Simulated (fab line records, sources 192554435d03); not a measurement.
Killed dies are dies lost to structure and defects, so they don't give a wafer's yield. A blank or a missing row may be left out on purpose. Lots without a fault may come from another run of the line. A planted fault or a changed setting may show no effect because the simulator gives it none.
Which tool did it? | flow n5_finfet | 12 lots, 36 wafers sampled, at 3 steps of a route of 1938

WHAT THE GAUGES READ, wafer by wafer
N5_BEOL_M11_INSPECT_30: inspects for defects (brightfield).
lot  | measured     | on                | raw_defect_count
L075 | day 10 15:04 | defect_inspect-02 | 488 380 409
L078 | day 11 03:31 | defect_inspect-01 | 476 404 398
L080 | day 11 23:35 | defect_inspect-01 | 462 373 465
L081 | day 12 12:41 | defect_inspect-01 | 387 366 382
L084 | day 13 10:22 | defect_inspect-01 | 420 355 520
L085 | day 13 18:23 | defect_inspect-01 | 476 355 322
L089 | day 14 03:58 | defect_inspect-01 | 583 505 782
L090 | day 14 12:18 | defect_inspect-01 | 460 442 682
L092 | day 15 04:09 | defect_inspect-01 | 419 393 437
L094 | day 16 08:49 | defect_inspect-01 | 243 358 304
L095 | day 16 15:23 | defect_inspect-01 | 391 522 486
L096 | day 18 00:33 | defect_inspect-02 | 375 349 375

WHICH TOOL RAN EACH LOT (tool, then ch and the chambers of the sampled wafers, then the start)
lot  | N5_BEOL_M11_CURE_71           | N5_BEOL_M11_ETCH_62
L075 | uv_cure-02 ch 1, day 10 09:13 | rie_diel-05 ch 0,2,3, day 10 11:15
L078 | uv_cure-02 ch 2, day 10 21:47 | rie_diel-02 ch 0,1,2, day 11 00:52
L080 | uv_cure-02 ch 1, day 11 10:26 | rie_diel-02 ch 0,2,3, day 11 12:20
L081 | uv_cure-03 ch 1, day 12 07:55 | rie_diel-02 ch 0,2,3, day 12 11:11
L084 | uv_cure-01 ch 0, day 13 07:59 | rie_diel-02 ch 0,1, day 13 09:25
L085 | uv_cure-03 ch 2, day 13 13:18 | rie_diel-04 ch 1,2,3, day 13 15:31
L089 | uv_cure-02 ch 1, day 14 00:39 | rie_diel-04 ch 1,2,3, day 14 02:40
L090 | uv_cure-02 ch 2, day 14 05:53 | rie_diel-02 ch 0,1,3, day 14 08:07
L092 | uv_cure-01 ch 1, day 14 22:54 | rie_diel-04 ch 1,2, day 15 02:35
L094 | uv_cure-02 ch 1, day 16 04:42 | rie_diel-02 ch 1,2, day 16 07:12
L095 | uv_cure-03 ch 2, day 16 10:37 | rie_diel-05 ch 0,1, day 16 14:12
L096 | uv_cure-02 ch 2, day 17 20:32 | rie_diel-02 ch 0,2,3, day 17 22:45
- N5_BEOL_M11_CURE_71: cures SiCOH lowk, time 240 s.
- N5_BEOL_M11_ETCH_62: etches SOC in N2/H2, target depth 110 nm, overetch 22 nm, time 165 s.

THE ANSWER, worked out from the rows above alone
Rule: what is usual is taken from the lots themselves. Put in order of their means at a reading, lots are off if they are a third of the lots or fewer, leave a main group of 4 or more, and stand apart from it by a gap of 3 or more times the standard deviation of the main group's means; of several such gaps the widest counts. A main group whose means are all the same, to the digits that the tables above print for the reading, isn't used. A lot without any number at a reading at which 4 lots or more have one is off too. The other lots that the step has rows for count as sound.
No lot is off at any reading shown: from this, nothing can be told.

WHAT THE SIMULATOR HAD PUT IN
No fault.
